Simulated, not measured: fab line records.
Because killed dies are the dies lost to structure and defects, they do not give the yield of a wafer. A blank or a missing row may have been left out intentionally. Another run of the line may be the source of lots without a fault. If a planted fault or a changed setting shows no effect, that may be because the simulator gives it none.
A lot that was struck, set against a sound lot | flow nand-harc | 14 out of 1302 route steps
Sound: these wafers, L214.1, L214.4, L214.6. Struck: wafer L224.5. (L224.1, L224.3 of the same lot were not struck and are left out.) The cause comes at the end.
Each step with rows lists, per side, the tool, then ch with its chambers, then its first start. Under that, the readings that differ: sound wafers | struck wafers | difference of the means | sigmas: that difference in standard deviations of wafers without a fault.
alike: words and numbers the same on both sides, and readings whose means are apart by under 2 such deviations; not compared: readings that were withheld, readings missing a value for some wafer, numbers with overlapping values and no deviation given by the record, and bounds like >300 which may hide the same value.
The two part at a step that has a row with sigmas, a row that says differs or no value, or rows on one side only. Non-overlapping numbers with no deviation appear without sigmas and do not part them. A reading missing from all wafers of one side parts the sides only when that side holds two or more wafers.

first, 3 steps without rows for these wafers: NHARC_A_SLIT_EXPOSE_06 (exposes mask SLIT); NHARC_A_SLIT_PEB_07 (peb time 65 s); NHARC_A_SLIT_DEVELOP_08 (develop time 35 s).
NHARC_A_SLIT_CD_MEAS_09: the cd target is 300 nm.
  sound on cd-sem-03 ch 0, day 20 16:18; struck on cd-sem-01 ch 0, day 26 01:27
  alike: cd-nm
NHARC_A_SLIT_OVL_MEAS_10:
  sound on overlay-01 at day 20 16:23; struck on overlay-02 at day 26 01:32
  alike: overlay-x-nm, overlay-y-nm
NHARC_A_SLIT_INSPECT_11:
  sound on defect-inspect-01 at day 20 16:25; struck on defect-inspect-01 at day 26 01:34
  alike: raw-defect-count
NHARC_A_SLIT_DESCUM_14: chemistry O2, time 3 s.
  sound on rie-diel-02 ch 0,2, day 20 16:29; struck on rie-diel-01 ch 0, day 26 01:38
  reading                | sound                | struck | difference | sigmas
  mfc-ar-sccm (sccm)     | 0.043 0.035 0.035    | 0.006  | -0.032     | -2
  throttle-valve-pct (%) | 11.323 11.318 11.315 | 11.301 | -0.018     | -2
  alike: chamber-pressure-mTorr, drypump-motor-current-A, oes-product-au, rf-vpp-V, showerhead-plenum-p-Torr
  not compared: rf-hours-counter-h
NHARC_A_SLIT_ETCH_24: etches the open film in CF4/CHF3, target depth 121 nm, time 60.5 s.
  sound on rie-diel-02 ch 0,1,2, day 20 16:35; struck on rie-diel-01 ch 1, day 26 01:43
  alike: chamber-pressure-mTorr, drypump-motor-current-A, mfc-ar-sccm, oes-product-au, rf-vpp-V, run-length-s, showerhead-plenum-p-Torr, throttle-valve-pct
  not compared: rf-hours-counter-h
NHARC_A_SLIT_ETCH_15: etches the open film in O2/COS, target depth 6200 nm, time 1612 s.
  sound on rie-diel-02 ch 2,3; struck on rie-diel-01 ch 2
  reading      | sound             | struck | difference | sigmas
  rf-vpp-V (V) | 313.4 315.3 316.1 | 310.0  | -4.9       | -2
  alike: chamber-pressure-mTorr, drypump-motor-current-A, mfc-ar-sccm, oes-product-au, run-length-s, showerhead-plenum-p-Torr, throttle-valve-pct
  not compared: rf-hours-counter-h
then, 1 step without rows for these wafers: NHARC_A_SLIT_ETCH_17 (etches the open film in C4F8/O2/Ar, time 4254.5 s, target depth 20300 nm).
NHARC_A_SLIT_ETCH_26: etches the open film in C4F8/O2/Ar, time 90 s, target depth 400 nm.
  sound on har-etch-01 ch 0,1, day 21 03:22; struck on har-etch-02 ch 1, day 26 07:02
  alike: chamber-pressure-mTorr, drypump-motor-current-A, mfc-ar-sccm, oes-air-line-au, run-length-s, showerhead-plenum-p-Torr, throttle-valve-pct
  not compared: rf-hours-counter-h
then, 1 step without rows for these wafers: NHARC_A_SLIT_STRIP_28 (strips in O2/COS).
NHARC_A_SLIT_ETCH_29: etches the open film in CF4/O2, target depth 100 nm, overetch 10 nm, time 55 s.
  sound on rie-diel-01 ch 2,3, day 21 04:15; struck on rie-diel-05 ch 0, day 26 07:56
  reading                        | sound                | struck | difference | sigmas
  chamber-pressure-mTorr (mTorr) | 30.002 29.971 30.051 | 29.943 | -0.065     | -2
  rf-vpp-V (V)                   | 195.5 195.1 198.2    | 199.0  | +2.7       | +2
  run-length-s (s)               | 76.8 76.8 76.1       | 71.2   | -5.4       | -11
  alike: drypump-motor-current-A, mfc-ar-sccm, oes-product-au, showerhead-plenum-p-Torr, throttle-valve-pct
  not compared: rf-hours-counter-h
NHARC_A_SLIT_STRIP_18: strips in O2.
  sound on rie-diel-01 ch 0,2; struck on rie-diel-05 ch 2
  reading                         | sound          | struck | difference | sigmas
  showerhead-plenum-p-Torr (Torr) | 3.33 3.66 3.33 | 3.72   | +0.28      | +2
  alike: chamber-pressure-mTorr, drypump-motor-current-A, mfc-ar-sccm, oes-product-au, rf-vpp-V, throttle-valve-pct
  not compared: rf-hours-counter-h

WHERE THEY PART
Earliest at NHARC_A_SLIT_DESCUM_14; latest, in this record, at NHARC_A_SLIT_STRIP_18.

WHY: whatever the simulator had introduced
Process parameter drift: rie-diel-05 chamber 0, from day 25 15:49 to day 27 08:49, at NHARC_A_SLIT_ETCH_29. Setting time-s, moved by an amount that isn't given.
